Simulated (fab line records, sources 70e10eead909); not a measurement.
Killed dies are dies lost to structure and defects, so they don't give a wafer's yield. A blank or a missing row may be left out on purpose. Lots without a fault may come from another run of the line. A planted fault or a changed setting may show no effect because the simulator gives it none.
Chamber matching | flow nand_harc | NHARC_A_CONTACT_ALD_18 on ald_metal-01: 4 sister chambers
The step deposits TiN, target thk 3 nm, pulse time 1 s, ald cycles 150. 4 wafers are shown with their chamber, then 8 later ones without.

WAFERS WITH THEIR CHAMBER
wafer  | chamber | heater_power_w (W)
L082.6 | 1       | 1218
L088.3 | 2       | 1152
L088.6 | 3       | 999
L091.1 | 0       | 1050

WAFERS WITHOUT THEIR CHAMBER
wafer  | heater_power_w (W)
L091.3 | 981
L091.4 | 1183
L094.2 | 1192
L094.5 | 1222
L094.6 | 1231
L093.1 | 999
L093.5 | 1205
L093.6 | 1280

WHICH CHAMBER EACH WENT THROUGH
wafer  | from the rows above     | in truth
L091.3 | can't be placed: 3 or 0 | 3
L091.4 | can't be placed: 2 or 1 | 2
L094.2 | can't be placed: 1 or 2 | 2
L094.5 | 1                       | 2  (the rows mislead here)
L094.6 | 1                       | 1
L093.1 | can't be placed: 3 or 0 | 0
L093.5 | can't be placed: 1 or 2 | 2
L093.6 | 1                       | 1
Placed correctly: 2 of 8. Can't be placed from these rows: 5 (the true chamber is among the candidates in 5). Placed wrongly: 1.
How it was worked out, from the rows above alone: a wafer's distance from a chamber is the root of the sum, over the readings, of the square of ((its reading less the chamber's mean) divided by the reading's scatter). The wafer belongs to the nearest chamber; if the next one is less than 2 further off, it can't be placed. A chamber's mean is the mean of its shown wafers. The scatter: with one shown wafer a chamber, the root of the mean of the squares of how far each hidden wafer lies from its nearest shown one.
